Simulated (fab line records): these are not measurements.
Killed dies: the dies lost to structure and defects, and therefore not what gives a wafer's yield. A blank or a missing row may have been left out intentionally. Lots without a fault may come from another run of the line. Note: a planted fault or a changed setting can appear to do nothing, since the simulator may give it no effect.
Split-lot trial    flow n5_finfet    route with 1938 steps; 7 lots, 21 wafers read

THE SPLIT ITSELF
At N5_BEOL_M11_PECVD_70 (deposits SiO2 from TEOS/O2, target thk 20 nm, time 22.7 s), the setting time_s was moved away from the recipe's 22.7 s on 8 of the 21 wafers read, by -12.5% to +12.9%. This setting was run at the recipe's value on the other wafers.

The reading comes from the split's own step.

THE READING
SiO2_of_BEOL_M11_PECVD_70.thk_nm (the simulator's own value, which no gauge read), in nm, at N5_BEOL_M11_PECVD_70 (deposits SiO2 from TEOS/O2, target thk 20 nm, time 22.7 s). No usual value for it is given in the file. Average 20.0 nm, standard deviation 0.32 nm, over the 13 wafers here run with the recipe.

wafer   tool, chamber at the split  time_s as run, s  against the recipe  SiO2_of_BEOL_M11_PECVD_70.thk_nm, nm  against lot-mates on the recipe
L077.3  pecvd-02, 0                 23.57             +3.8%               20.6                                  +0.6
L077.5  pecvd-02, 1                 23.57             +3.8%               21                                    +1.0
L077.6  pecvd-02, 0                 22.7              recipe              20                                    -
L081.3  pecvd-03, 2,1               22.7              recipe              20.2                                  -
L081.4  pecvd-03, 2,1               22.7              recipe              20.2                                  -
L081.5  pecvd-03, 0                 22.7              recipe              20                                    -
L084.1  pecvd-03, 1                 22.7              recipe              19.2                                  -
L084.2  pecvd-03, 2                 21.79             -4.0%               19                                    -0.4
L084.3  pecvd-03, 0                 22.7              recipe              19.6                                  -
L085.2  pecvd-02, 2                 22.7              recipe              19.8                                  -
L085.3  pecvd-02, 0                 22.7              recipe              19.6                                  -
L085.5  pecvd-02, 0                 22.7              recipe              20                                    -
L091.1  pecvd-03, 1,0               25.43             +12.0%              22.2                                  +2.0
L091.4  pecvd-03, 1,0               25.43             +12.0%              22.2                                  +2.0
L091.6  pecvd-03, 2                 22.7              recipe              20.2                                  -
L089.1  pecvd-02, 0                 19.87             -12.5%              17.6                                  -2.4
L089.4  pecvd-02, 0                 19.87             -12.5%              17.8                                  -2.2
L089.5  pecvd-02, 2                 22.7              recipe              20                                    -
L094.2  pecvd-03, 1                 22.7              recipe              20.2                                  -
L094.4  pecvd-03, 1                 25.63             +12.9%              22.8                                  +2.5
L094.6  pecvd-03, 2                 22.7              recipe              20.4                                  -
Where a row lists several chambers, the file gives one row for several wafers and doesn't say which wafer went through which chamber.

FIT RESULTS
A straight line over all 21 wafers: SiO2_of_BEOL_M11_PECVD_70.thk_nm changes by +0.193 nm for each +1% of time_s; r = +0.97; the points scatter about the line by 0.29 nm.
The same after taking each lot's own level away (the mean of its wafers on the recipe; 21 wafers): +0.179 nm for each +1%; r = +0.99; scatter 0.17 nm.
Per that fit: largest time_s move, reading shift of 2.3 nm.
The lots' own levels span 19.40 to 20.30 nm, that is 2.9 times the standard deviation above.
So the lot-to-lot level changes the slope little: the two slopes agree.
Check: with one of the wafers moved furthest among these (+12.9%) left out of the fit, the line predicts +2.27 nm for it against its lot-mates. It came out at +2.5 nm against them.

FURTHER SPLITS ON THESE WAFERS
These wafers also went through other splits before the reading. Each is held against what the fit with the lots' levels taken away leaves over:
other split on the same wafers  wafers away from the commonest value  r with SiO2_of_BEOL_M11_PECVD_70.thk_nm (lot level and that fit taken away)
N5_BEOL_M9_EXPOSE_08 dose_mj    5                                     +0.07
N5_BEOL_M10_COAT_05 spin_rpm    6                                     +0.11

FILE'S OWN FIT
SiO2_of_BEOL_M11_PECVD_70.thk_nm changes by +0.18 nm for each +1% of time_s, r = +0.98.
